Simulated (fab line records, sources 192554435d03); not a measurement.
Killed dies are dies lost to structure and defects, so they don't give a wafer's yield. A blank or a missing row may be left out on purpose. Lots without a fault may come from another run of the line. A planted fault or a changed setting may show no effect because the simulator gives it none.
A struck lot beside a sound one | flow n5_finfet | 21 steps out of a route of 1938
Sound: wafers L284.4, L284.5, L284.6. Struck: wafers L292.2, L292.5, L292.6. The cause comes at the end.
At each step with rows: each side's tool, then ch and its chambers, then its first start. Under that, the readings that differ: sound wafers | struck wafers | difference of the means | sigmas: that difference in standard deviations of wafers without a fault.
alike: readings whose means differ by less than 2 such deviations, and words and numbers that are the same on both sides. not compared: withheld readings, readings that some wafer has no value for, bounds like >300 that may hide the same value, and numbers for which the record gives no deviation and whose values overlap.
The two part at a step that has a row with sigmas, a row that says differs or no value, or rows on one side only. Numbers that don't overlap but have no deviation are shown without sigmas and don't part them. A reading that every wafer of one side lacks parts them only if that side has two wafers or more.

N5_BEOL_M0_ALD_136: deposits TaN, pulse time 2 s, purge time 3 s, co reactant purge time 2 s.
  sound on ald_metal-01 ch 0,1,2, day 8 23:38; struck on ald_metal-03 ch 0,1, day 10 17:29
  alike: chamber_pressure_Torr, heater_power_w, precursor_vessel_temp_c
then, 3 steps without rows for these wafers: N5_BEOL_M0_SURFACE_TREAT_137; N5_BEOL_M0_CVD_115 (deposits Co from CCTBA/H2, time 120 s); N5_BEOL_M0_SPUTTER_116 (material Cu, target thk 4 nm, time 7.37 s).
N5_BEOL_M0_ANNEAL_117: time 60 s.
  sound on pvd_sputter-01, day 9 00:19; struck on pvd_sputter-03, day 10 18:15
  alike: heater_power_w
then, 2 steps without rows for these wafers: N5_BEOL_M0_SPUTTER_132 (material Cu, target thk 4 nm, time 7.37 s); N5_BEOL_M0_ANNEAL_133 (time 60 s).
N5_BEOL_M0_SPUTTER_134: material Cu, target thk 4 nm, time 7.37 s.
  sound on pvd_sputter-01, day 9 00:28; struck on pvd_sputter-03, day 10 18:25
  alike: throttle_valve_pct
then, 1 step without rows for these wafers: N5_BEOL_M0_ANNEAL_135 (time 60 s).
N5_BEOL_M0_SPUTTER_141: material Cu, target thk 4 nm, time 7.37 s.
  sound on pvd_sputter-01, day 9 00:35; struck on pvd_sputter-03, day 10 18:32
  alike: throttle_valve_pct
then, 1 step without rows for these wafers: N5_BEOL_M0_ECD_118 (material Cu, target thk 300 nm).
N5_BEOL_M0_ANNEAL_119: time 90 s.
  sound on rtp_anneal-02 ch 0, day 9 00:55; struck on rtp_anneal-02 ch 0, day 10 18:47
  alike: wafer_temp_C_max
N5_BEOL_M0_CMP_120: polishes, stops on SiOC, t overpolish 6.9 s.
  sound on cmp-01 ch 0,3, day 9 01:08; struck on cmp-01 ch 1,2,3, day 10 20:18
  reading                      | sound          | struck         | difference | sigmas
  barrier_field_endpoint_s (s) | 3.75 3.74 3.80 | 3.47 3.29 3.39 | -0.38      | -3
  time_to_endpoint_s (s)       | 67 65 62       | 62 53 55       | -8         | -2
  alike: edge_zone_pressure_frac, motor_current_A, overpolish_run_s, retaining_ring_pressure_frac
then, 4 steps without rows for these wafers: N5_BEOL_M0_PRE_CLEAN_131 (time 15 s); N5_BEOL_M0_CO_CAP_123 (material Co, precursor CCTBA/H2, target thk 2 nm, time 102.1 s); N5_BEOL_M0_PRE_CLEAN_124 (time 15 s); N5_BEOL_M0_DEP_125 (deposits SiCN from 3MS/NH3, target thk 8 nm, time 14 s).
N5_BEOL_M0_INSPECT_127: inspects for defects (darkfield).
  sound on defect_inspect-01, day 9 01:49; struck on defect_inspect-01, day 10 21:02
  reading          | sound    | struck      | difference | sigmas
  raw_defect_count | 40 49 53 | 341 310 326 | +278       | +14
then, 1 step without rows for these wafers: N5_BEOL_M1_ILD_DEP_00 (deposits SiOC from DEMS/O2, target thk 79 nm, time 15.3 s).
-- the record jumps here: 2 days lie between the struck wafers' starts before and after (it left off in module BEOL_M1 and takes up again in module BEOL_M4, whose first step shown is number 1111 of the route) --
N5_BEOL_M4_RC_MEAS_101:
  sound on prober-02 ch 0, day 11 12:21; struck on prober-01 ch 0, day 12 22:54
  alike: DIBL_N, DIBL_P, IOFF_N, IOFF_P, ION_N, ION_P, SS_N, SS_P, VT_N, VT_P
-- the record jumps here: 4 days lie between the struck wafers' starts before and after (it left off in module BEOL_M4 and takes up again in module PASSIVATION, whose first step shown is number 1936 of the route) --
N5_PASSIVATION_PROBE_49:
  the record has rows for the struck wafers here (prober-02, day 17 09:05) and none for the sound ones

WHERE THEY PART
First at N5_BEOL_M0_CMP_120; last, within this record, at N5_PASSIVATION_PROBE_49.

WHY: what the simulator had put in
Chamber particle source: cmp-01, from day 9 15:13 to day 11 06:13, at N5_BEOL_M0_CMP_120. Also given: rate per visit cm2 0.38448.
